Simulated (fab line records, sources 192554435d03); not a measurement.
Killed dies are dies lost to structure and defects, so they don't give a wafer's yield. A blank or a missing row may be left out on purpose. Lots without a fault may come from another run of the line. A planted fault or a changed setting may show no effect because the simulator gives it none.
Chamber matching | flow n5_finfet | N5_BEOL_M14_CMP_49 on cmp-04: 4 sister chambers
The step polishes, stops on SiO2, t overpolish 5.2 s, target thk 560 nm. 4 wafers are shown with their chamber, then 8 later ones without.

WAFERS WITH THEIR CHAMBER
wafer  | chamber | motor_current_A (A)
L079.4 | 1       | 7.1
L084.1 | 3       | 8.6
L084.6 | 0       | 7.3
L086.3 | 2       | 7.5

WAFERS WITHOUT THEIR CHAMBER
wafer  | motor_current_A (A)
L086.5 | 8.6
L086.6 | 7.6
L090.1 | 9.0
L090.3 | 7.7
L090.4 | 6.9
L091.3 | 8.4
L091.4 | 7.5
L091.5 | 8.5

WHICH CHAMBER EACH WENT THROUGH
wafer  | from the rows above     | in truth
L086.5 | 3                       | 3
L086.6 | can't be placed: 2 or 0 | 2
L090.1 | 3                       | 3
L090.3 | can't be placed: 2 or 0 | 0
L090.4 | can't be placed: 1 or 0 | 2
L091.3 | 3                       | 3
L091.4 | can't be placed: 2 or 0 | 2
L091.5 | 3                       | 3
Placed correctly: 4 of 8. Can't be placed from these rows: 4 (the true chamber is among the candidates in 3). Placed wrongly: 0.
How it was worked out, from the rows above alone: a wafer's distance from a chamber is the root of the sum, over the readings, of the square of ((its reading less the chamber's mean) divided by the reading's scatter). The wafer belongs to the nearest chamber; if the next one is less than 2 further off, it can't be placed. A chamber's mean is the mean of its shown wafers. The scatter: with one shown wafer a chamber, the root of the mean of the squares of how far each hidden wafer lies from its nearest shown one.
